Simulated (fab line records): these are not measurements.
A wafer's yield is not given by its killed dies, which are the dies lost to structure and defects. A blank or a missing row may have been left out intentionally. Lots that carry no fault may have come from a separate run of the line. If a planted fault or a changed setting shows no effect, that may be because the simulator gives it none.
fab line records	flow nandHarc
[record] lots = 6	wafers = 18	lastDay = 32
route steps=1302 shown A_ONON_D2@548 END@1302
lots untouched by any fault: they come from a run of this same line in which no faults occurred
startH: hours from the record's opening day to when the first of the lot's shown wafers began	waitH: time in hours since the lot's previous step	" same as the row above	L1.1+2: several wafers, shown together as one row	- no value, or no start was given	* or withheld: withheld	< > ~ a bound
route shown NAME@n: names a module that has steps shown in the file, with the first one's number in the route	usual: average and standard deviation across the fault-free wafers	same: alike in all rows	chamber/n: place in a boat	sites: per-site readings	_std_site: standard deviation across them	_edge_site: the outer-site mean with the inner-site mean subtracted	radiusMm: how far each site lies from the wafer's centre	mask NAME#n: copy n	behind: tool/chamber where the wafer was last shaped	hold: the reason the lot was held/the length of the hold in hours/how it ended	device: the transistor (n, p or np) that didn't switch	end of line: the tests these same wafers got at the end of their route	for a step that has no rows: nothing shown but its recipe	killed: dies that structure and defects cost at the first sort, which is not the same as the wafer's yield	map: per-die view of a wafer (x killed, . not killed, _ where there is no die)
set.NAME: setting as actually run; set.NAME@STEP: the setting as run at that earlier step	model.NAME: the simulator's own value behind a step, which no gauge read
certain route steps with their lots: each step a table, each wafer a row
services: when a tool's chamber went out of use (startH, in hours from the record's first day, below 0 if earlier), for how many hours, and the reason
[[steps]]
[step NHARC_A_ONON_D2_THK_MEAS_05]
[recipe] thkMeasGauge = ellipsometry
[usual] thkNm = 1001/12
lot.wafer	tool	chamber	startH	waitH	thkNm
L426.2	filmMetro-02	-	280.60	-	987
L426.5	"	-	"	"	985
L426.6	"	-	"	"	988
L427.2	filmMetro-02	-	298.53	-	992
L427.3	"	-	"	"	993
L427.5	"	-	"	"	994
L442.2	filmMetro-02	-	435.67	-	1028
L442.3	"	-	"	"	1029
L442.5	"	-	"	"	1028
L443.1	filmMetro-02	-	451.41	-	999
L443.2	"	-	"	"	1000
L443.6	"	-	"	"	1000
L444.1	filmMetro-01	-	457.83	-	1005
L444.5	"	-	"	"	1006
L444.6	"	-	"	"	1004
L447.2	filmMetro-02	-	491.08	-	992
L447.3	"	-	"	"	990
L447.6	"	-	"	"	992
[step NHARC_A_ONON_D2_DEP_06]
[recipe] targetThkA = 10000	n2FlowSccm = 2750	n2oFlowSccm = 2000	nh3FlowSccm = 500	sih4FlowSccm = 210	tempC = 400
[step NHARC_A_ONON_D2_THK_MEAS_08]
[recipe] thkMeasGauge = ellipsometry
[usual] thkNm = 1002/9.6
lot.wafer	tool	chamber	startH	waitH	thkNm
L426.2	filmMetro-01	-	281.16	-	984
L426.5	"	-	"	"	983
L426.6	"	-	"	"	980
L427.2	filmMetro-01	-	299.10	-	1013
L427.3	"	-	"	"	1014
L427.5	"	-	"	"	1014
L442.2	filmMetro-01	-	436.23	-	1000
L442.3	"	-	"	"	1000
L442.5	"	-	"	"	1001
L443.1	filmMetro-01	-	451.97	-	993
L443.2	"	-	"	"	993
L443.6	"	-	"	"	994
L444.1	filmMetro-01	-	458.40	-	1020
L444.5	"	-	"	"	1022
L444.6	"	-	"	"	1021
L447.2	filmMetro-02	-	491.65	-	1006
L447.3	"	-	"	"	1006
L447.6	"	-	"	"	1005
[step NHARC_A_ONON_D2_DEP_09]
[recipe] targetThkA = 10000	n2FlowSccm = 2750	n2oFlowSccm = 2000	nh3FlowSccm = 500	sih4FlowSccm = 210	tempC = 400
[step NHARC_A_ONON_D2_THK_MEAS_11]
[recipe] thkMeasGauge = ellipsometry
[usual] thkNm = 998/11
lot.wafer	tool	chamber	startH	waitH	thkNm
L426.2	filmMetro-01	-	281.73	-	1006
L426.5	"	-	"	"	1006
L426.6	"	-	"	"	1007
L427.2	filmMetro-02	-	299.66	-	980
L427.3	"	-	"	"	979
L427.5	"	-	"	"	980
L442.2	filmMetro-02	-	436.80	-	1001
L442.3	"	-	"	"	1001
L442.5	"	-	"	"	1002
L443.1	filmMetro-02	-	452.54	-	1017
L443.2	"	-	"	"	1018
L443.6	"	-	"	"	1016
L444.1	filmMetro-01	-	458.96	-	993
L444.5	"	-	"	"	996
L444.6	"	-	"	"	996
L447.2	filmMetro-02	-	492.21	-	986
L447.3	"	-	"	"	986
L447.6	"	-	"	"	985
[step NHARC_A_ONON_D2_DEP_12]
[recipe] targetThkA = 10000	n2FlowSccm = 2750	n2oFlowSccm = 2000	nh3FlowSccm = 500	sih4FlowSccm = 210	tempC = 400
[step NHARC_A_ONON_D2_THK_MEAS_14]
[recipe] thkMeasGauge = ellipsometry
[usual] thkNm = 1001/11
lot.wafer	tool	chamber	startH	waitH	thkNm
L426.2	filmMetro-01	-	282.30	-	989
L426.5	"	-	"	"	990
L426.6	"	-	"	"	991
L427.2	filmMetro-01	-	300.23	-	1012
L427.3	"	-	"	"	1013
L427.5	"	-	"	"	1013
L442.2	filmMetro-02	-	437.36	-	1010
L442.3	"	-	"	"	1011
L442.5	"	-	"	"	1014
L443.1	filmMetro-01	-	453.10	-	1012
L443.2	"	-	"	"	1011
L443.6	"	-	"	"	1010
L444.1	filmMetro-01	-	459.53	-	989
L444.5	"	-	"	"	987
L444.6	"	-	"	"	988
L447.2	filmMetro-01	-	492.77	-	1013
L447.3	"	-	"	"	1011
L447.6	"	-	"	"	1013
[step NHARC_A_ONON_D2_ANNEAL_15]
[recipe] tempC = 750	timeS = 3600
[step NHARC_A_ONON_D2_DEP_16]
[recipe] targetThkA = 10000	n2FlowSccm = 2750	n2oFlowSccm = 2000	nh3FlowSccm = 500	sih4FlowSccm = 210	tempC = 400
[step NHARC_A_ONON_D2_THK_MEAS_18]
[recipe] thkMeasGauge = ellipsometry
[usual] thkNm = 1001/12
lot.wafer	tool	chamber	startH	waitH	thkNm
L426.2	filmMetro-01	-	289.69	-	1020
L426.5	"	-	"	"	1019
L426.6	"	-	"	"	1019
L427.2	filmMetro-01	-	311.62	-	994
L427.3	"	-	"	"	993
L427.5	"	-	"	"	993
L442.2	filmMetro-01	-	447.39	-	992
L442.3	"	-	"	"	994
L442.5	"	-	"	"	993
L443.1	filmMetro-01	-	460.91	-	992
L443.2	"	-	"	"	993
L443.6	"	-	"	"	993
L444.1	filmMetro-02	-	466.91	-	989
L444.5	"	-	"	"	990
L444.6	"	-	"	"	989
L447.2	filmMetro-01	-	500.73	-	999
L447.3	"	-	"	"	999
L447.6	"	-	"	"	997
[step NHARC_A_ONON_D2_DEP_19]
[recipe] targetThkA = 10000	n2FlowSccm = 2750	n2oFlowSccm = 2000	nh3FlowSccm = 500	sih4FlowSccm = 210	tempC = 400
[step NHARC_A_ONON_D2_THK_MEAS_21]
[recipe] thkMeasGauge = ellipsometry
[usual] thkNm = 1000/10
lot.wafer	tool	chamber	startH	waitH	thkNm
L426.2	filmMetro-01	-	290.26	-	1005
L426.5	"	-	"	"	1008
L426.6	"	-	"	"	1007
L427.2	filmMetro-02	-	312.38	-	983
L427.3	"	-	"	"	985
L427.5	"	-	"	"	983
L442.2	filmMetro-01	-	447.96	-	982
L442.3	"	-	"	"	983
L442.5	"	-	"	"	986
L443.1	filmMetro-02	-	461.47	-	1010
L443.2	"	-	"	"	1013
L443.6	"	-	"	"	1013
L444.1	filmMetro-02	-	467.47	-	992
L444.5	"	-	"	"	989
L444.6	"	-	"	"	991
L447.2	filmMetro-01	-	501.39	-	995
L447.3	"	-	"	"	994
L447.6	"	-	"	"	995
[step NHARC_A_ONON_D2_DEP_22]
[recipe] targetThkA = 10000	n2FlowSccm = 2750	n2oFlowSccm = 2000	nh3FlowSccm = 500	sih4FlowSccm = 210	tempC = 400
[usual] nh3FlowSccm = 499.8/1.5
lot.wafer	tool	chamber	startH	waitH	nh3FlowSccm
L426.2	pecvdOnon-01	0	290.38	0.1	497.6
L426.5	"	0	"	"	498.3
L426.6	"	0	"	"	497.5
L427.2	pecvdOnon-02	0	312.63	0.2	499.6
L427.3	"	0	"	"	500.2
L427.5	"	0	"	"	502.4
L442.2	pecvdOnon-02	0	448.07	0.1	496.7
L442.3	"	0	"	"	498.8
L442.5	"	0	"	"	498.4
L443.1	pecvdOnon-02	0	461.53	0.1	498.8
L443.2	"	0	"	"	499.6
L443.6	"	0	"	"	498.6
L444.1	pecvdOnon-01	0	467.53	0.1	502.1
L444.5	"	0	"	"	498.6
L444.6	"	0	"	"	500.0
L447.2	pecvdOnon-01	0	501.64	0.2	498.0
L447.3	"	0	"	"	498.8
L447.6	"	0	"	"	500.3
[step NHARC_A_ONON_D2_THK_MEAS_24]
[recipe] thkMeasGauge = ellipsometry
[usual] thkNm = 1001/8
lot.wafer	tool	chamber	startH	waitH	thkNm
L426.2	filmMetro-01	-	290.83	-	1012
L426.5	"	-	"	"	1012
L426.6	"	-	"	"	1014
L427.2	filmMetro-01	-	313.08	-	1003
L427.3	"	-	"	"	1005
L427.5	"	-	"	"	1006
L442.2	filmMetro-01	-	448.52	-	1628
L442.3	"	-	"	"	1628
L442.5	"	-	"	"	1628
L443.1	filmMetro-02	-	462.05	-	1612
L443.2	"	-	"	"	1612
L443.6	"	-	"	"	1610
L444.1	filmMetro-01	-	468.06	-	994
L444.5	"	-	"	"	993
L444.6	"	-	"	"	993
L447.2	filmMetro-01	-	502.09	-	994
L447.3	"	-	"	"	994
L447.6	"	-	"	"	992
[step NHARC_A_ONON_D2_DEP_25]
[recipe] targetThkA = 10000	n2FlowSccm = 2750	n2oFlowSccm = 2000	nh3FlowSccm = 500	sih4FlowSccm = 210	tempC = 400
[step NHARC_END_SORT_01]
[recipe] tempC = 25
[usual] killedAtArray = 56/19	killedAtOther = 1.0/1.3	killedAtPeriphery = 3.8/2.2	killedDies = 61/19	killedOpen = 3.1/1.9	killedShort = 2.3/1.5
[same] grossDies = 677
lot.wafer	tool	chamber	startH	waitH	killedAtArray	killedAtOther	killedAtPeriphery	killedDies	killedOpen	killedShort
L426.2	prober-01	0	573.44	2.8	48	1	3	52	4	1
L426.5	prober-01	0	575.86	3.7	52	3	6	61	3	5
L426.6	prober-01	0	576.67	4.0	44	7	4	55	3	1
L427.2	prober-02	0	586.33	2.8	25	0	2	27	4	3
L427.3	prober-02	0	587.13	3.1	20	0	5	25	5	2
L427.5	prober-02	0	588.73	3.7	19	0	5	24	1	1
L442.2	prober-01	0	741.20	2.8	675	0	2	677	0	3
L442.3	prober-01	0	742.00	3.1	673	0	4	677	1	3
L442.5	prober-01	0	743.61	3.7	674	0	3	677	2	1
L443.1	prober-02	0	742.84	2.5	675	0	2	677	2	2
L443.2	prober-02	0	743.64	2.8	675	0	2	677	3	2
L443.6	prober-02	0	746.87	4.0	672	0	5	677	3	1
L447.2	prober-01	0	772.79	2.8	42	2	4	48	3	2
L447.3	prober-01	0	773.59	3.1	54	4	2	60	4	2
L447.6	prober-01	0	775.99	4.0	54	1	3	58	3	7
// killed by level:class
L426.2 A_SLIT:chamberFilmFlake=23 A_CHANNEL_HOLE_D2:chamberFilmFlake=7 A_STAIRCASE:chamberFilmFlake=5 A_ZERO_WELL:chamberFilmFlake=3 A_CONTACT:chamberFilmFlake=2 A_CONTACT:unspecified=2 P_M1:geometricParticle:open=1 A_M1:geometricParticle:open=1
L426.5 A_SLIT:chamberFilmFlake=18 A_CHANNEL_HOLE_D2:chamberFilmFlake=13 A_STAIRCASE:chamberFilmFlake=6 P_GATE:chamberFilmFlake=5 THIN_TSV:chamberFilmFlake=3 A_WL_FILL:geometricParticle:short=2 A_ZERO_WELL:chamberFilmFlake=2 A_CHANNEL_HOLE_D1:chamberFilmFlake=2
L426.6 A_SLIT:chamberFilmFlake=21 A_CHANNEL_HOLE_D2:chamberFilmFlake=7 A_STAIRCASE:chamberFilmFlake=6 THIN_TSV:chamberFilmFlake=6 P_GATE:chamberFilmFlake=3 A_CONTACT:chamberFilmFlake=3 A_ZERO_WELL:chamberFilmFlake=2 P_CONTACT:geometricParticle:open=1
L427.2 A_CHANNEL_HOLE_D2:chamberFilmFlake=8 A_CHANNEL_HOLE_D1:chamberFilmFlake=3 A_WL_FILL:chamberFilmFlake=3 A_CONTACT:chamberFilmFlake=2 P_M1:geometricParticle:short=1 A_SOURCE_PLATE:geometricParticle:open=1 A_CHANNEL_FILL_D1:geometricParticle:short=1 A_DECK1_JOINT:geometricParticle:open=1
L427.3 A_CHANNEL_HOLE_D2:chamberFilmFlake=4 A_CONTACT:chamberFilmFlake=4 A_WL_FILL:chamberFilmFlake=3 P_M0:geometricParticle:open=2 P_GATE:chamberFilmFlake=2 A_STAIRCASE:chamberFilmFlake=2 A_SLIT:chamberFilmFlake=2 P_STI:geometricParticle:short=1
L427.5 A_CHANNEL_HOLE_D2:chamberFilmFlake=12 P_GATE:chamberFilmFlake=3 A_STAIRCASE:chamberFilmFlake=2 A_WL_FILL:chamberFilmFlake=2 A_CONTACT:chamberFilmFlake=2 P_CONTACT:geometricParticle:short=1 A_BLC:geometricParticle:open=1 P_ZERO_WELL:chamberFilmFlake=1
L442.2 A_ONON_D2:areaDep=625 A_CHANNEL_HOLE_D2:chamberFilmFlake=24 A_CHANNEL_HOLE_D1:chamberFilmFlake=7 A_STAIRCASE:chamberFilmFlake=7 A_CONTACT:chamberFilmFlake=4 P_ZERO_WELL:chamberFilmFlake=2 A_SLIT:chamberFilmFlake=2 A_CHANNEL_FILL_D1:geometricParticle:short=1
L442.3 A_ONON_D2:areaDep=606 A_CHANNEL_HOLE_D2:chamberFilmFlake=26 A_STAIRCASE:chamberFilmFlake=12 A_CONTACT:chamberFilmFlake=8 A_CHANNEL_HOLE_D1:chamberFilmFlake=7 A_SLIT:chamberFilmFlake=7 P_ZERO_WELL:chamberFilmFlake=4 A_DECK1_JOINT:chamberFilmFlake=2
L443.1 A_ONON_D2:areaDep=649 A_CHANNEL_HOLE_D1:chamberFilmFlake=10 A_CHANNEL_HOLE_D2:chamberFilmFlake=3 A_SLIT:chamberFilmFlake=3 P_BONDPAD:chamberFilmFlake=2 A_STAIRCASE:chamberFilmFlake=2 A_CHANNEL_FILL_D2:geometricParticle:short=1 A_WL_FILL:geometricParticle:open=1
L442.5 A_ONON_D2:areaDep=625 A_CHANNEL_HOLE_D2:chamberFilmFlake=21 A_SLIT:chamberFilmFlake=8 A_STAIRCASE:chamberFilmFlake=7 P_ZERO_WELL:chamberFilmFlake=3 A_CHANNEL_HOLE_D1:chamberFilmFlake=3 A_SGD_CUT:chamberFilmFlake=2 A_CONTACT:chamberFilmFlake=2
L443.2 A_ONON_D2:areaDep=645 A_CHANNEL_HOLE_D1:chamberFilmFlake=9 A_SLIT:chamberFilmFlake=8 A_CHANNEL_HOLE_D2:chamberFilmFlake=3 A_CONTACT:chamberFilmFlake=3 A_CHANNEL_FILL_D1:chamberFilmFlake=2 P_CONTACT:geometricParticle:open=1 A_CHANNEL_FILL_D1:geometricParticle:short=1
L443.6 A_ONON_D2:areaDep=636 A_CHANNEL_HOLE_D1:chamberFilmFlake=9 A_CONTACT:chamberFilmFlake=6 A_CHANNEL_HOLE_D2:chamberFilmFlake=4 A_STAIRCASE:chamberFilmFlake=4 A_ZERO_WELL:chamberFilmFlake=3 A_SLIT:chamberFilmFlake=3 P_BONDPAD:chamberFilmFlake=2
L447.2 A_CHANNEL_HOLE_D2:chamberFilmFlake=23 A_SLIT:chamberFilmFlake=8 A_CONTACT:chamberFilmFlake=3 P_ZERO_WELL:chamberFilmFlake=2 A_STAIRCASE:chamberFilmFlake=2 THIN_TSV:chamberFilmFlake=2 P_M0:geometricParticle:open=1 A_DECK1_JOINT:geometricParticle:short=1
L447.3 A_CHANNEL_HOLE_D2:chamberFilmFlake=30 A_SLIT:chamberFilmFlake=10 A_STAIRCASE:chamberFilmFlake=3 THIN_TSV:chamberFilmFlake=3 A_WL_FILL:chamberFilmFlake=2 A_CONTACT:chamberFilmFlake=2 P_CONTACT:geometricParticle:open=1 A_ONON_D2:geometricParticle:open=1
L447.6 A_CHANNEL_HOLE_D2:chamberFilmFlake=26 A_SLIT:chamberFilmFlake=10 A_CONTACT:chamberFilmFlake=6 A_SGD_CUT:geometricParticle:short=2 A_WL_FILL:geometricParticle:short=2 A_STAIRCASE:chamberFilmFlake=2 P_CONTACT:geometricParticle:open=1 A_SOURCE_PLATE:geometricParticle:short=1
// map L442.2 (x killed, . not)
____________x____________
_________xxxxxxx_________
_______xxxxxxxxxxx_______
______xxxxxxxxxxxxx______
_____xxxxxxxxxxxxxxx_____
____xxxxxxxxxxxxxxxxx____
____xxxxxxxxxxxxxxxxx____
___xxxxxxxxxxxxxxxxxxx___
___xxxxxxxxxxxxxxxxxxx___
__xxxxxxxxxxxxxxxxxxxxx__
__xxxxxxxxxxxxxxxxxxxxx__
_xxxxxxxxxxxxxxxxxxxxxxx_
_xxxxxxxxxxxxxxxxxxxxxxx_
_xxxxxxxxxxxxxxxxxxxxxxx_
_xxxxxxxxxxxxxxxxxxxxxxx_
_xxxxxxxxxxxxxxxxxxxxxxx_
xxxxxxxxxxxxxxxxxxxxxxxxx
xxxxxxxxxxxxxxxxxxxxxxxxx
xxxxxxxxxxxxxxxxxxxxxxxxx
xxxxxxxxxxxxxxxxxxxxxxxxx
xxxxxxxxxxxxxxxxxxxxxxxxx
_xxxxxxxxxxxxxxxxxxxxxxx_
_xxxxxxxxxxxxxxxxxxxxxxx_
_xxxxxxxxxxxxxxxxxxxxxxx_
_xxxxxxxxxxxxxxxxxxxxxxx_
_xxxxxxxxxxxxxxxxxxxxxxx_
__xxxxxxxxxxxxxxxxxxxxx__
__xxxxxxxxxxxxxxxxxxxxx__
___xxxxxxxxxxxxxxxxxxx___
___xxxxxxxxxxxxxxxxxxx___
____xxxxxxxxxxxxxxxxx____
____xxxxxxxxxxxxxxxxx____
_____xxxxxxxxxxxxxxx_____
______xxxxxxxxxxxxx______
_______xxxxxxxxxxx_______
_________xxxxxxx_________
____________x____________
// map L443.1 (x killed, . not)
____________x____________
_________xxxxxxx_________
_______xxxxxxxxxxx_______
______xxxxxxxxxxxxx______
_____xxxxxxxxxxxxxxx_____
____xxxxxxxxxxxxxxxxx____
____xxxxxxxxxxxxxxxxx____
___xxxxxxxxxxxxxxxxxxx___
___xxxxxxxxxxxxxxxxxxx___
__xxxxxxxxxxxxxxxxxxxxx__
__xxxxxxxxxxxxxxxxxxxxx__
_xxxxxxxxxxxxxxxxxxxxxxx_
_xxxxxxxxxxxxxxxxxxxxxxx_
_xxxxxxxxxxxxxxxxxxxxxxx_
_xxxxxxxxxxxxxxxxxxxxxxx_
_xxxxxxxxxxxxxxxxxxxxxxx_
xxxxxxxxxxxxxxxxxxxxxxxxx
xxxxxxxxxxxxxxxxxxxxxxxxx
xxxxxxxxxxxxxxxxxxxxxxxxx
xxxxxxxxxxxxxxxxxxxxxxxxx
xxxxxxxxxxxxxxxxxxxxxxxxx
_xxxxxxxxxxxxxxxxxxxxxxx_
_xxxxxxxxxxxxxxxxxxxxxxx_
_xxxxxxxxxxxxxxxxxxxxxxx_
_xxxxxxxxxxxxxxxxxxxxxxx_
_xxxxxxxxxxxxxxxxxxxxxxx_
__xxxxxxxxxxxxxxxxxxxxx__
__xxxxxxxxxxxxxxxxxxxxx__
___xxxxxxxxxxxxxxxxxxx___
___xxxxxxxxxxxxxxxxxxx___
____xxxxxxxxxxxxxxxxx____
____xxxxxxxxxxxxxxxxx____
_____xxxxxxxxxxxxxxx_____
______xxxxxxxxxxxxx______
_______xxxxxxxxxxx_______
_________xxxxxxx_________
____________x____________
[[services]]
tool	chamber	startH	hours	kind
pecvdOnon-01	-	269.08	13.0	pm
pecvdOnon-02	-	366.09	13.0	pm
pecvdOnon-01	-	450.08	13.0	pm
[[key]]
[firstSign] step = NHARC_A_ONON_D2_THK_MEAS_24	reading = thkNm	direction = up	sigmas = 77	usual = 1001	struck = 1620
[effect] step = NHARC_END_SORT_01	reading = killedAtArray	direction = up	sigmas = 33	usual = 56	struck = 674
[moreKillsBornAt] NHARC_A_ONON_D2_DEP_22@pecvdOnon-02 = 3786
metAt NHARC_A_ONON_D2_DEP_22
struckWafers L442.2,L442.3,L442.5,L443.1,L443.2,L443.6
laterRowsLeftOut L442.2,L442.3,L442.5,L443.1,L443.2,L443.6
testerLeftOut L442,L443
onsetBetween 312.63 448.07
[fault] kind = processParameterDrift	tool = pecvdOnon-02	chamber = 0	onsetH = 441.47	steps = NHARC_A_ONON_D2_DEP_22	channel = targetThkA	offset = *	shape = step	endH = 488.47	actsIn = *	stated = *
// testerLeftOut: of these lots the tester's yield and bins aren't shown, on N5 and GAA mostly nor the transistor test; their killed dies are dies lost to structure and defects alone, not to doping, threshold or leakage, so they don't give the yield
// laterRowsLeftOut: the simulator's readings of these wafers behind a module that went badly wrong aren't trusted and aren't shown, but for the sort
